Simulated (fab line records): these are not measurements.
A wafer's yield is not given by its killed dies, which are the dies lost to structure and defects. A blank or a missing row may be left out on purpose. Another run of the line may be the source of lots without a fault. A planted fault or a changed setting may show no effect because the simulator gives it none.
Chamber matching -- flow nand_harc -- pecvd-04 running NHARC_A_M1_DEP_33: 3 sister chambers
The step deposits SiCN, target thk 30 nm. 3 wafers are shown with their chamber, then 7 later ones without.

== WAFERS PAIRED WITH THEIR CHAMBERS ==
wafer,chamber,heater_power_w (W)
L082.4,2,526
L082.6,1,698
L081.5,0,574

== WAFERS MISSING THEIR CHAMBER ==
wafer,heater_power_w (W)
L081.6,717
L086.3,721
L086.4,637
L086.5,575
L093.2,616
L093.3,602
L093.6,621

== CHAMBER TAKEN BY EACH ==
wafer,from the rows above,in truth
L081.6,1,1
L086.3,1,1
L086.4,can't be placed: 1 or 0 or 2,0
L086.5,can't be placed: 0 or 2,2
L093.2,can't be placed: 0 or 1 or 2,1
L093.3,can't be placed: 0 or 2 or 1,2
L093.6,can't be placed: 0 or 1 or 2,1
2 of 7 placed correctly. Unplaceable from these rows: 5, with the true chamber sitting among the candidates in 5. Number placed wrongly: 0.
How it was worked out, from the rows above alone: a wafer's distance from a chamber is the root of the sum, over the readings, of the square of ((its reading less the chamber's mean) divided by the reading's scatter). The wafer belongs to the nearest chamber; if the next one is less than 2 further off, it can't be placed. For every chamber, the mean is computed from those of its wafers that are shown. The scatter: root of mean squared gap, hidden wafer to nearest shown wafer, with one shown wafer a chamber.
